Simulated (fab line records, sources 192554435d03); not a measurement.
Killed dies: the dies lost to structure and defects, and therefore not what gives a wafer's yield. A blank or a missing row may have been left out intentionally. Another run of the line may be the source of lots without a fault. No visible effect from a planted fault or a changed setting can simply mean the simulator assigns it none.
fab line records | flow n5-finfet
[record] lots = 24 | wafers = 72 | last-day = 17
route steps=1938 shown BEOL_M4@1036
lots with no fault: from the same line, run without faults
start-h: hours from the record's first day to the start of the lot's first wafer shown | wait-h: how many hours have passed since the lot's step before this one | " the same as in the row above | L1.1+2: one row covering several wafers at once | - no value, or no start was given | * or withheld: withheld | < > ~ a bound
route shown NAME@n: a module of which the file shows steps, and the number in the route of the first | usual: the fault-free wafers' mean and standard deviation | same: alike in all rows | chamber/n: place in a boat | sites: per-site readings | _std_site: standard deviation of those values | _edge_site: mean of outer sites minus mean of inner sites | radius-mm: how far each site lies from the wafer's centre | mask NAME#n: copy n | behind: the most recent tool/chamber to have shaped the wafer | hold: what put the lot on hold/how long, in hours/how the hold closed | device: whichever transistor did not switch (one of n, p or np) | end of line: the route-end tests of the same wafers | where a step has no rows: the recipe by itself | killed: dies that structure and defects cost at the first sort, which is not the same as the wafer's yield | map: shows each die of a wafer: x if killed, . if not, _ if none is there
set.NAME: the setting that was run; set.NAME@STEP: the one run at that earlier step | model.NAME: the simulator's own value behind a step, which no gauge read
the route's steps for a sample of lots (tables are steps, rows are wafers)
services: the hour from which a tool's chamber was out of use, counted from the record's first day as start-h (under 0 if before that day), plus the number of hours and why
[[steps]]
[step N5_BEOL_M4_INSPECT_13]
[recipe] mode = adi | inspect-instrument = brightfield
[usual] raw-defect-count = 415/87
lot.wafer | tool              | chamber | start-h | wait-h | raw-defect-count
L075.3    | defect-inspect-01 | -       | 150.38  | 0.0    | 471
L075.5    | "                 | -       | "       | "      | 485
L075.6    | "                 | -       | "       | "      | 463
L074.2    | defect-inspect-02 | -       | 150.48  | 0.0    | 288
L074.3    | "                 | -       | "       | "      | 250
L074.4    | "                 | -       | "       | "      | 286
L076.2    | defect-inspect-01 | -       | 157.02  | 0.0    | 323
L076.5    | "                 | -       | "       | "      | 380
L076.6    | "                 | -       | "       | "      | 337
L077.2    | defect-inspect-01 | -       | 169.51  | 0.0    | 563
L077.5    | "                 | -       | "       | "      | 435
L077.6    | "                 | -       | "       | "      | 458
L078.1    | defect-inspect-01 | -       | 179.44  | 0.1    | 317
L078.3    | "                 | -       | "       | "      | 551
L078.6    | "                 | -       | "       | "      | 597
L079.3    | defect-inspect-02 | -       | 181.50  | 0.0    | 426
L079.5    | "                 | -       | "       | "      | 455
L079.6    | "                 | -       | "       | "      | 330
L080.1    | defect-inspect-02 | -       | 183.16  | 0.1    | 452
L080.4    | "                 | -       | "       | "      | 409
L080.5    | "                 | -       | "       | "      | 456
L081.2    | defect-inspect-01 | -       | 196.18  | 0.0    | 290
L081.4    | "                 | -       | "       | "      | 504
L081.6    | "                 | -       | "       | "      | 478
L083.4    | defect-inspect-01 | -       | 197.71  | 0.0    | 324
L083.5    | "                 | -       | "       | "      | 316
L083.6    | "                 | -       | "       | "      | 461
L082.1    | defect-inspect-01 | -       | 200.78  | 0.1    | 467
L082.2    | "                 | -       | "       | "      | 419
L082.4    | "                 | -       | "       | "      | 455
L084.3    | defect-inspect-01 | -       | 201.32  | 0.0    | 365
L084.4    | "                 | -       | "       | "      | 428
L084.5    | "                 | -       | "       | "      | 534
L085.2    | defect-inspect-02 | -       | 213.13  | 0.0    | 372
L085.3    | "                 | -       | "       | "      | 410
L085.6    | "                 | -       | "       | "      | 584
L086.1    | defect-inspect-01 | -       | 222.26  | 0.1    | 266
L086.2    | "                 | -       | "       | "      | 477
L086.4    | "                 | -       | "       | "      | 266
L087.2    | defect-inspect-02 | -       | 228.32  | 0.0    | 362
L087.3    | "                 | -       | "       | "      | 520
L087.6    | "                 | -       | "       | "      | 508
L090.1    | defect-inspect-02 | -       | 237.60  | 0.1    | 332
L090.4    | "                 | -       | "       | "      | 256
L090.6    | "                 | -       | "       | "      | 380
L088.1    | defect-inspect-02 | -       | 238.66  | 0.1    | 384
L088.2    | "                 | -       | "       | "      | 493
L088.4    | "                 | -       | "       | "      | 451
L091.1    | defect-inspect-01 | -       | 244.98  | 0.1    | 414
L091.3    | "                 | -       | "       | "      | 346
L091.4    | "                 | -       | "       | "      | 447
L089.1    | defect-inspect-01 | -       | 250.41  | 0.1    | 512
L089.4    | "                 | -       | "       | "      | 450
L089.6    | "                 | -       | "       | "      | 435
L092.2    | defect-inspect-02 | -       | 253.02  | 0.0    | 459
L092.4    | "                 | -       | "       | "      | 462
L092.6    | "                 | -       | "       | "      | 547
L093.1    | defect-inspect-02 | -       | 260.57  | 0.1    | 341
L093.5    | "                 | -       | "       | "      | 329
L093.6    | "                 | -       | "       | "      | 401
L094.2    | defect-inspect-01 | -       | 265.69  | 0.0    | 325
L094.3    | "                 | -       | "       | "      | 362
L094.5    | "                 | -       | "       | "      | 465
L095.1    | defect-inspect-01 | -       | 272.71  | 0.1    | 348
L095.2    | "                 | -       | "       | "      | 439
L095.4    | "                 | -       | "       | "      | 554
L096.2    | defect-inspect-01 | -       | 288.17  | 0.0    | 287
L096.3    | "                 | -       | "       | "      | 465
L096.4    | "                 | -       | "       | "      | 464
L097.2    | defect-inspect-01 | -       | 289.28  | 0.1    | 440
L097.3    | "                 | -       | "       | "      | 479
L097.6    | "                 | -       | "       | "      | 453
[step N5_BEOL_M4_INSPECT_30]
[recipe] mode = adi | inspect-instrument = brightfield
[usual] raw-defect-count = 418/89
lot.wafer | tool              | chamber | start-h | wait-h | raw-defect-count
L075.3    | defect-inspect-01 | -       | 151.48  | 0.0    | 481
L075.5    | "                 | -       | "       | "      | 506
L075.6    | "                 | -       | "       | "      | 475
L074.2    | defect-inspect-01 | -       | 151.70  | 0.0    | 288
L074.3    | "                 | -       | "       | "      | 227
L074.4    | "                 | -       | "       | "      | 282
L076.2    | defect-inspect-01 | -       | 158.40  | 0.0    | 299
L076.5    | "                 | -       | "       | "      | 387
L076.6    | "                 | -       | "       | "      | 315
L077.2    | defect-inspect-02 | -       | 170.51  | 0.0    | 590
L077.5    | "                 | -       | "       | "      | 446
L077.6    | "                 | -       | "       | "      | 475
L078.1    | defect-inspect-01 | -       | 180.44  | 0.1    | 304
L078.3    | "                 | -       | "       | "      | 518
L078.6    | "                 | -       | "       | "      | 603
L079.3    | defect-inspect-02 | -       | 182.37  | 0.0    | 419
L079.5    | "                 | -       | "       | "      | 438
L079.6    | "                 | -       | "       | "      | 327
L080.1    | defect-inspect-01 | -       | 184.41  | 0.1    | 433
L080.4    | "                 | -       | "       | "      | 408
L080.5    | "                 | -       | "       | "      | 424
L081.2    | defect-inspect-02 | -       | 197.17  | 0.0    | 290
L081.4    | "                 | -       | "       | "      | 563
L081.6    | "                 | -       | "       | "      | 495
L083.4    | defect-inspect-02 | -       | 198.98  | 0.0    | 322
L083.5    | "                 | -       | "       | "      | 301
L083.6    | "                 | -       | "       | "      | 437
L082.1    | defect-inspect-01 | -       | 201.70  | 0.1    | 459
L082.2    | "                 | -       | "       | "      | 433
L082.4    | "                 | -       | "       | "      | 430
L084.3    | defect-inspect-01 | -       | 202.21  | 0.0    | 386
L084.4    | "                 | -       | "       | "      | 432
L084.5    | "                 | -       | "       | "      | 537
L085.2    | defect-inspect-01 | -       | 214.31  | 0.0    | 350
L085.3    | "                 | -       | "       | "      | 398
L085.6    | "                 | -       | "       | "      | 591
L086.1    | defect-inspect-01 | -       | 223.27  | 0.1    | 267
L086.2    | "                 | -       | "       | "      | 471
L086.4    | "                 | -       | "       | "      | 282
L087.2    | defect-inspect-01 | -       | 229.78  | 0.0    | 353
L087.3    | "                 | -       | "       | "      | 507
L087.6    | "                 | -       | "       | "      | 488
L090.1    | defect-inspect-02 | -       | 238.86  | 0.1    | 353
L090.4    | "                 | -       | "       | "      | 293
L090.6    | "                 | -       | "       | "      | 375
L088.1    | defect-inspect-01 | -       | 239.89  | 0.1    | 395
L088.2    | "                 | -       | "       | "      | 469
L088.4    | "                 | -       | "       | "      | 430
L091.1    | defect-inspect-02 | -       | 245.86  | 0.1    | 375
L091.3    | "                 | -       | "       | "      | 367
L091.4    | "                 | -       | "       | "      | 448
L089.1    | defect-inspect-02 | -       | 251.33  | 0.1    | 502
L089.4    | "                 | -       | "       | "      | 475
L089.6    | "                 | -       | "       | "      | 464
L092.2    | defect-inspect-02 | -       | 254.76  | 0.0    | 448
L092.4    | "                 | -       | "       | "      | 494
L092.6    | "                 | -       | "       | "      | 542
L093.1    | defect-inspect-02 | -       | 261.80  | 0.1    | 339
L093.5    | "                 | -       | "       | "      | 345
L093.6    | "                 | -       | "       | "      | 400
L094.2    | defect-inspect-02 | -       | 266.56  | 0.0    | 363
L094.3    | "                 | -       | "       | "      | 389
L094.5    | "                 | -       | "       | "      | 535
L095.1    | defect-inspect-01 | -       | 273.75  | 0.1    | 358
L095.2    | "                 | -       | "       | "      | 454
L095.4    | "                 | -       | "       | "      | 584
L096.2    | defect-inspect-01 | -       | 289.17  | 0.0    | 320
L096.3    | "                 | -       | "       | "      | 450
L096.4    | "                 | -       | "       | "      | 489
L097.2    | defect-inspect-02 | -       | 290.28  | 0.0    | 476
L097.3    | "                 | -       | "       | "      | 496
L097.6    | "                 | -       | "       | "      | 455
[step N5_BEOL_M4_SPUTTER_48]
[recipe] material = Cu | target-thk-a = 45 | temp-c = -20 | chamber-pressure-pa = 0.07 | power-w = withheld | time-s = 8.29
[usual] throttle-valve-pct = 29.5/1.2
lot.wafer | tool           | chamber | start-h | wait-h | throttle-valve-pct
L074.2    | pvd-sputter-02 | -       | 153.96  | 0.1    | 28.6
L074.3    | "              | -       | "       | "      | 28.9
L074.4    | "              | -       | "       | "      | 28.7
L075.3    | pvd-sputter-01 | -       | 156.79  | 0.1    | 28.0
L075.5    | "              | -       | "       | "      | 28.0
L075.6    | "              | -       | "       | "      | 29.5
L076.2    | pvd-sputter-01 | -       | 160.24  | 0.1    | 29.6
L076.5    | "              | -       | "       | "      | 30.8
L076.6    | "              | -       | "       | "      | 27.8
L077.2    | pvd-sputter-01 | -       | 176.85  | 0.1    | 30.6
L077.5    | "              | -       | "       | "      | 29.7
L077.6    | "              | -       | "       | "      | 30.4
L078.1    | pvd-sputter-03 | -       | 181.96  | 0.1    | 32.2
L078.3    | "              | -       | "       | "      | 30.0
L078.6    | "              | -       | "       | "      | 32.2
L079.3    | pvd-sputter-02 | -       | 184.76  | 0.2    | 30.9
L079.5    | "              | -       | "       | "      | 29.1
L079.6    | "              | -       | "       | "      | 28.6
L080.1    | pvd-sputter-01 | -       | 189.95  | 0.2    | 28.6
L080.4    | "              | -       | "       | "      | 29.5
L080.5    | "              | -       | "       | "      | 27.9
L081.2    | pvd-sputter-02 | -       | 201.82  | 0.4    | 28.9
L081.4    | "              | -       | "       | "      | 30.9
L081.6    | "              | -       | "       | "      | 29.3
L083.4    | pvd-sputter-03 | -       | 203.29  | 1.7    | 29.7
L083.5    | "              | -       | "       | "      | 32.1
L083.6    | "              | -       | "       | "      | 28.7
L082.1    | pvd-sputter-03 | -       | 206.23  | 0.1    | 29.9
L082.2    | "              | -       | "       | "      | 32.0
L082.4    | "              | -       | "       | "      | 28.8
L084.3    | pvd-sputter-02 | -       | 206.86  | 0.3    | 31.0
L084.4    | "              | -       | "       | "      | 29.2
L084.5    | "              | -       | "       | "      | 28.6
L085.2    | pvd-sputter-01 | -       | 219.39  | 0.3    | 29.0
L085.3    | "              | -       | "       | "      | 27.8
L085.6    | "              | -       | "       | "      | 28.9
L086.1    | pvd-sputter-01 | -       | 226.41  | 0.4    | 30.5
L086.2    | "              | -       | "       | "      | 29.5
L086.4    | "              | -       | "       | "      | 27.6
L087.2    | pvd-sputter-03 | -       | 233.45  | 0.2    | 29.4
L087.3    | "              | -       | "       | "      | 32.2
L087.6    | "              | -       | "       | "      | 32.2
L090.1    | pvd-sputter-03 | -       | 242.58  | 0.2    | 29.9
L090.4    | "              | -       | "       | "      | 32.3
L090.6    | "              | -       | "       | "      | 31.9
L088.1    | pvd-sputter-01 | -       | 242.79  | 0.3    | 28.1
L088.2    | "              | -       | "       | "      | 30.2
L088.4    | "              | -       | "       | "      | 29.1
L091.1    | pvd-sputter-02 | -       | 250.94  | 0.1    | 31.0
L091.3    | "              | -       | "       | "      | 28.7
L091.4    | "              | -       | "       | "      | 29.2
L089.1    | pvd-sputter-03 | -       | 253.64  | 0.2    | 29.7
L089.4    | "              | -       | "       | "      | 28.7
L089.6    | "              | -       | "       | "      | 29.7
L092.2    | pvd-sputter-02 | -       | 258.81  | 0.1    | 28.9
L092.4    | "              | -       | "       | "      | 28.6
L092.6    | "              | -       | "       | "      | 28.6
L093.1    | pvd-sputter-03 | -       | 265.72  | 0.1    | 28.8
L093.5    | "              | -       | "       | "      | 29.7
L093.6    | "              | -       | "       | "      | 29.7
L094.2    | pvd-sputter-02 | -       | 270.34  | 0.1    | 28.5
L094.3    | "              | -       | "       | "      | 31.1
L094.5    | "              | -       | "       | "      | 28.6
L095.1    | pvd-sputter-02 | -       | 277.58  | 0.2    | 28.5
L095.2    | "              | -       | "       | "      | 29.0
L095.4    | "              | -       | "       | "      | 28.4
L096.2    | pvd-sputter-02 | -       | 292.45  | 0.2    | 30.7
L096.3    | "              | -       | "       | "      | 28.8
L096.4    | "              | -       | "       | "      | 28.5
L097.2    | pvd-sputter-02 | -       | 294.99  | 0.1    | 28.7
L097.3    | "              | -       | "       | "      | 30.6
L097.6    | "              | -       | "       | "      | 28.7
[step N5_BEOL_M4_SPUTTER_79]
[recipe] material = Cu | target-thk-a = 45 | temp-c = -20 | chamber-pressure-pa = 0.07 | power-w = withheld | time-s = 8.29
[usual] throttle-valve-pct = 29.5/1.2
lot.wafer | tool           | chamber | start-h | wait-h | throttle-valve-pct
L074.2    | pvd-sputter-02 | -       | 154.18  | 0.1    | 28.6
L074.3    | "              | -       | "       | "      | 29.0
L074.4    | "              | -       | "       | "      | 28.8
L075.3    | pvd-sputter-01 | -       | 157.01  | 0.1    | 27.9
L075.5    | "              | -       | "       | "      | 27.9
L075.6    | "              | -       | "       | "      | 29.5
L076.2    | pvd-sputter-01 | -       | 160.46  | 0.1    | 29.8
L076.5    | "              | -       | "       | "      | 30.5
L076.6    | "              | -       | "       | "      | 27.8
L077.2    | pvd-sputter-01 | -       | 177.07  | 0.1    | 30.8
L077.5    | "              | -       | "       | "      | 29.5
L077.6    | "              | -       | "       | "      | 30.7
L078.1    | pvd-sputter-03 | -       | 182.18  | 0.1    | 32.0
L078.3    | "              | -       | "       | "      | 29.8
L078.6    | "              | -       | "       | "      | 32.2
L079.3    | pvd-sputter-02 | -       | 184.98  | 0.1    | 31.1
L079.5    | "              | -       | "       | "      | 28.9
L079.6    | "              | -       | "       | "      | 28.5
L080.1    | pvd-sputter-01 | -       | 190.17  | 0.1    | 28.7
L080.4    | "              | -       | "       | "      | 29.4
L080.5    | "              | -       | "       | "      | 28.0
L081.2    | pvd-sputter-02 | -       | 202.04  | 0.1    | 28.2
L081.4    | "              | -       | "       | "      | 31.0
L081.6    | "              | -       | "       | "      | 29.0
L083.4    | pvd-sputter-03 | -       | 203.51  | 0.1    | 29.7
L083.5    | "              | -       | "       | "      | 32.0
L083.6    | "              | -       | "       | "      | 28.8
L082.1    | pvd-sputter-03 | -       | 206.45  | 0.1    | 29.7
L082.2    | "              | -       | "       | "      | 32.2
L082.4    | "              | -       | "       | "      | 28.8
L084.3    | pvd-sputter-02 | -       | 207.08  | 0.1    | 30.9
L084.4    | "              | -       | "       | "      | 28.9
L084.5    | "              | -       | "       | "      | 28.6
L085.2    | pvd-sputter-01 | -       | 219.61  | 0.1    | 28.8
L085.3    | "              | -       | "       | "      | 27.9
L085.6    | "              | -       | "       | "      | 29.2
L086.1    | pvd-sputter-01 | -       | 226.63  | 0.1    | 30.6
L086.2    | "              | -       | "       | "      | 29.6
L086.4    | "              | -       | "       | "      | 27.8
L087.2    | pvd-sputter-03 | -       | 233.67  | 0.1    | 29.5
L087.3    | "              | -       | "       | "      | 32.3
L087.6    | "              | -       | "       | "      | 32.0
L090.1    | pvd-sputter-03 | -       | 242.80  | 0.1    | 29.6
L090.4    | "              | -       | "       | "      | 32.1
L090.6    | "              | -       | "       | "      | 32.1
L088.1    | pvd-sputter-01 | -       | 243.01  | 0.1    | 27.8
L088.2    | "              | -       | "       | "      | 30.5
L088.4    | "              | -       | "       | "      | 28.9
L091.1    | pvd-sputter-02 | -       | 251.16  | 0.1    | 31.0
L091.3    | "              | -       | "       | "      | 28.3
L091.4    | "              | -       | "       | "      | 29.1
L089.1    | pvd-sputter-03 | -       | 253.88  | 0.1    | 29.8
L089.4    | "              | -       | "       | "      | 28.8
L089.6    | "              | -       | "       | "      | 29.8
L092.2    | pvd-sputter-02 | -       | 259.03  | 0.1    | 28.8
L092.4    | "              | -       | "       | "      | 28.6
L092.6    | "              | -       | "       | "      | 28.6
L093.1    | pvd-sputter-03 | -       | 265.94  | 0.1    | 28.6
L093.5    | "              | -       | "       | "      | 29.5
L093.6    | "              | -       | "       | "      | 29.8
L094.2    | pvd-sputter-02 | -       | 270.56  | 0.1    | 28.5
L094.3    | "              | -       | "       | "      | 30.7
L094.5    | "              | -       | "       | "      | 28.8
L095.1    | pvd-sputter-02 | -       | 277.80  | 0.1    | 28.6
L095.2    | "              | -       | "       | "      | 29.1
L095.4    | "              | -       | "       | "      | 28.8
L096.2    | pvd-sputter-02 | -       | 292.67  | 0.1    | 31.1
L096.3    | "              | -       | "       | "      | 28.8
L096.4    | "              | -       | "       | "      | 28.5
L097.2    | pvd-sputter-02 | -       | 295.21  | 0.1    | 28.9
L097.3    | "              | -       | "       | "      | 30.8
L097.6    | "              | -       | "       | "      | 28.7
[step N5_BEOL_M4_SPUTTER_92]
[recipe] material = Cu | target-thk-a = 45 | temp-c = -20 | chamber-pressure-pa = 0.07 | power-w = withheld | time-s = 8.29
[usual] throttle-valve-pct = 29.5/1.2
lot.wafer | tool           | chamber | start-h | wait-h | throttle-valve-pct
L074.2    | pvd-sputter-02 | -       | 155.28  | 0.1    | 28.5
L074.3    | "              | -       | "       | "      | 29.3
L074.4    | "              | -       | "       | "      | 28.7
L075.3    | pvd-sputter-01 | -       | 158.11  | 0.1    | 27.7
L075.5    | "              | -       | "       | "      | 27.8
L075.6    | "              | -       | "       | "      | 29.7
L076.2    | pvd-sputter-01 | -       | 161.56  | 0.1    | 29.4
L076.5    | "              | -       | "       | "      | 30.6
L076.6    | "              | -       | "       | "      | 27.7
L077.2    | pvd-sputter-01 | -       | 178.17  | 0.1    | 30.7
L077.5    | "              | -       | "       | "      | 29.6
L077.6    | "              | -       | "       | "      | 30.6
L078.1    | pvd-sputter-03 | -       | 183.28  | 0.1    | 32.2
L078.3    | "              | -       | "       | "      | 29.7
L078.6    | "              | -       | "       | "      | 32.0
L079.3    | pvd-sputter-02 | -       | 186.08  | 0.1    | 30.8
L079.5    | "              | -       | "       | "      | 28.8
L079.6    | "              | -       | "       | "      | 28.5
L080.1    | pvd-sputter-01 | -       | 191.27  | 0.1    | 29.0
L080.4    | "              | -       | "       | "      | 29.7
L080.5    | "              | -       | "       | "      | 27.7
L081.2    | pvd-sputter-02 | -       | 203.14  | 0.1    | 28.6
L081.4    | "              | -       | "       | "      | 30.6
L081.6    | "              | -       | "       | "      | 29.0
L083.4    | pvd-sputter-03 | -       | 204.61  | 0.1    | 29.8
L083.5    | "              | -       | "       | "      | 32.3
L083.6    | "              | -       | "       | "      | 28.5
L082.1    | pvd-sputter-03 | -       | 207.55  | 0.1    | 29.6
L082.2    | "              | -       | "       | "      | 32.2
L082.4    | "              | -       | "       | "      | 28.5
L084.3    | pvd-sputter-02 | -       | 208.18  | 0.1    | 30.9
L084.4    | "              | -       | "       | "      | 28.9
L084.5    | "              | -       | "       | "      | 28.7
L085.2    | pvd-sputter-01 | -       | 220.71  | 0.1    | 28.7
L085.3    | "              | -       | "       | "      | 27.9
L085.6    | "              | -       | "       | "      | 28.8
L086.1    | pvd-sputter-01 | -       | 227.73  | 0.1    | 30.5
L086.2    | "              | -       | "       | "      | 29.7
L086.4    | "              | -       | "       | "      | 27.8
L087.2    | pvd-sputter-03 | -       | 234.77  | 0.1    | 29.6
L087.3    | "              | -       | "       | "      | 32.2
L087.6    | "              | -       | "       | "      | 32.1
L090.1    | pvd-sputter-03 | -       | 243.90  | 0.1    | 29.5
L090.4    | "              | -       | "       | "      | 32.2
L090.6    | "              | -       | "       | "      | 32.4
L088.1    | pvd-sputter-01 | -       | 244.11  | 0.1    | 27.9
L088.2    | "              | -       | "       | "      | 30.5
L088.4    | "              | -       | "       | "      | 28.7
L091.1    | pvd-sputter-02 | -       | 252.26  | 0.1    | 30.9
L091.3    | "              | -       | "       | "      | 28.6
L091.4    | "              | -       | "       | "      | 29.0
L089.1    | pvd-sputter-03 | -       | 255.07  | 0.1    | 29.7
L089.4    | "              | -       | "       | "      | 28.9
L089.6    | "              | -       | "       | "      | 29.4
L092.2    | pvd-sputter-02 | -       | 260.13  | 0.1    | 28.6
L092.4    | "              | -       | "       | "      | 28.6
L092.6    | "              | -       | "       | "      | 28.7
L093.1    | pvd-sputter-03 | -       | 267.04  | 0.1    | 28.7
L093.5    | "              | -       | "       | "      | 29.4
L093.6    | "              | -       | "       | "      | 29.8
L094.2    | pvd-sputter-02 | -       | 271.66  | 0.1    | 28.7
L094.3    | "              | -       | "       | "      | 31.1
L094.5    | "              | -       | "       | "      | 28.9
L095.1    | pvd-sputter-02 | -       | 278.90  | 0.1    | 28.7
L095.2    | "              | -       | "       | "      | 29.0
L095.4    | "              | -       | "       | "      | 28.8
L096.2    | pvd-sputter-02 | -       | 293.77  | 0.1    | 30.8
L096.3    | "              | -       | "       | "      | 28.6
L096.4    | "              | -       | "       | "      | 28.3
L097.2    | pvd-sputter-02 | -       | 296.31  | 0.1    | 28.8
L097.3    | "              | -       | "       | "      | 30.7
L097.6    | "              | -       | "       | "      | 28.6
[step N5_BEOL_M4_ANNEAL_51]
[recipe] temp-c = 225 | time-s = 90 | ambient = N2
[usual] wafer_temp_C_max = 226.1/0.3
lot.wafer | tool          | chamber | start-h | wait-h | wafer_temp_C_max
L074.2    | rtp-anneal-02 | 0       | 155.96  | 0.1    | 225.7
L074.3    | "             | 0       | "       | "      | 225.8
L074.4    | "             | 0       | "       | "      | 226.4
L075.3    | rtp-anneal-02 | 0       | 158.83  | 0.1    | 225.8
L075.5    | "             | 0       | "       | "      | 225.9
L075.6    | "             | 0       | "       | "      | 225.9
L076.2    | rtp-anneal-01 | 0       | 162.24  | 0.1    | 226.6
L076.5    | "             | 0       | "       | "      | 226.2
L076.6    | "             | 0       | "       | "      | 226.5
L077.2    | rtp-anneal-01 | 0       | 178.85  | 0.1    | 226.2
L077.5    | "             | 0       | "       | "      | 226.3
L077.6    | "             | 0       | "       | "      | 226.0
L078.1    | rtp-anneal-01 | 0       | 184.10  | 0.3    | 226.1
L078.3    | "             | 0       | "       | "      | 227.0
L078.6    | "             | 0       | "       | "      | 226.9
L079.3    | rtp-anneal-02 | 0       | 186.80  | 0.1    | 226.0
L079.5    | "             | 0       | "       | "      | 226.5
L079.6    | "             | 0       | "       | "      | 226.0
L080.1    | rtp-anneal-02 | 0       | 191.91  | 0.1    | 226.0
L080.4    | "             | 0       | "       | "      | 226.5
L080.5    | "             | 0       | "       | "      | 225.7
L081.2    | rtp-anneal-02 | 0       | 203.82  | 0.1    | 225.8
L081.4    | "             | 0       | "       | "      | 225.9
L081.6    | "             | 0       | "       | "      | 226.3
L083.4    | rtp-anneal-02 | 0       | 205.38  | 0.2    | 225.9
L083.5    | "             | 0       | "       | "      | 226.1
L083.6    | "             | 0       | "       | "      | 226.1
L082.1    | rtp-anneal-02 | 0       | 208.70  | 0.6    | 226.1
L082.2    | "             | 0       | "       | "      | 225.7
L082.4    | "             | 0       | "       | "      | 225.8
L084.3    | rtp-anneal-02 | 0       | 210.05  | 1.3    | 225.7
L084.4    | "             | 0       | "       | "      | 226.5
L084.5    | "             | 0       | "       | "      | 226.0
L085.2    | rtp-anneal-02 | 0       | 221.39  | 0.1    | 225.9
L085.3    | "             | 0       | "       | "      | 226.0
L085.6    | "             | 0       | "       | "      | 226.5
L086.1    | rtp-anneal-02 | 0       | 228.37  | 0.1    | 226.0
L086.2    | "             | 0       | "       | "      | 225.6
L086.4    | "             | 0       | "       | "      | 226.4
L087.2    | rtp-anneal-02 | 0       | 235.45  | 0.1    | 225.9
L087.3    | "             | 0       | "       | "      | 225.8
L087.6    | "             | 0       | "       | "      | 225.9
L090.1    | rtp-anneal-01 | 0       | 244.54  | 0.1    | 226.2
L090.4    | "             | 0       | "       | "      | 226.3
L090.6    | "             | 0       | "       | "      | 226.4
L088.1    | rtp-anneal-01 | 0       | 244.81  | 0.1    | 226.6
L088.2    | "             | 0       | "       | "      | 225.7
L088.4    | "             | 0       | "       | "      | 226.4
L091.1    | rtp-anneal-02 | 0       | 252.89  | 0.1    | 226.1
L091.3    | "             | 0       | "       | "      | 226.3
L091.4    | "             | 0       | "       | "      | 225.7
L089.1    | rtp-anneal-02 | 0       | 255.75  | 0.1    | 225.7
L089.4    | "             | 0       | "       | "      | 225.6
L089.6    | "             | 0       | "       | "      | 226.3
L092.2    | rtp-anneal-01 | 0       | 260.81  | 0.1    | 226.2
L092.4    | "             | 0       | "       | "      | 226.2
L092.6    | "             | 0       | "       | "      | 226.4
L093.1    | rtp-anneal-02 | 0       | 268.02  | 0.4    | 225.8
L093.5    | "             | 0       | "       | "      | 226.2
L093.6    | "             | 0       | "       | "      | 226.4
L094.2    | rtp-anneal-02 | 0       | 272.34  | 0.1    | 226.6
L094.3    | "             | 0       | "       | "      | 226.2
L094.5    | "             | 0       | "       | "      | 226.1
L095.1    | rtp-anneal-01 | 0       | 280.08  | 0.6    | 226.3
L095.2    | "             | 0       | "       | "      | 226.7
L095.4    | "             | 0       | "       | "      | 226.5
L096.2    | rtp-anneal-02 | 0       | 294.45  | 0.1    | 225.9
L096.3    | "             | 0       | "       | "      | 225.9
L096.4    | "             | 0       | "       | "      | 225.9
L097.2    | rtp-anneal-01 | 0       | 296.99  | 0.1    | 225.9
L097.3    | "             | 0       | "       | "      | 226.0
L097.6    | "             | 0       | "       | "      | 226.3
[[services]]
tool           | chamber | start-h | hours | kind
pvd-sputter-02 | -       | 284.61  | 5.1   | repair
[[key]]
fault none
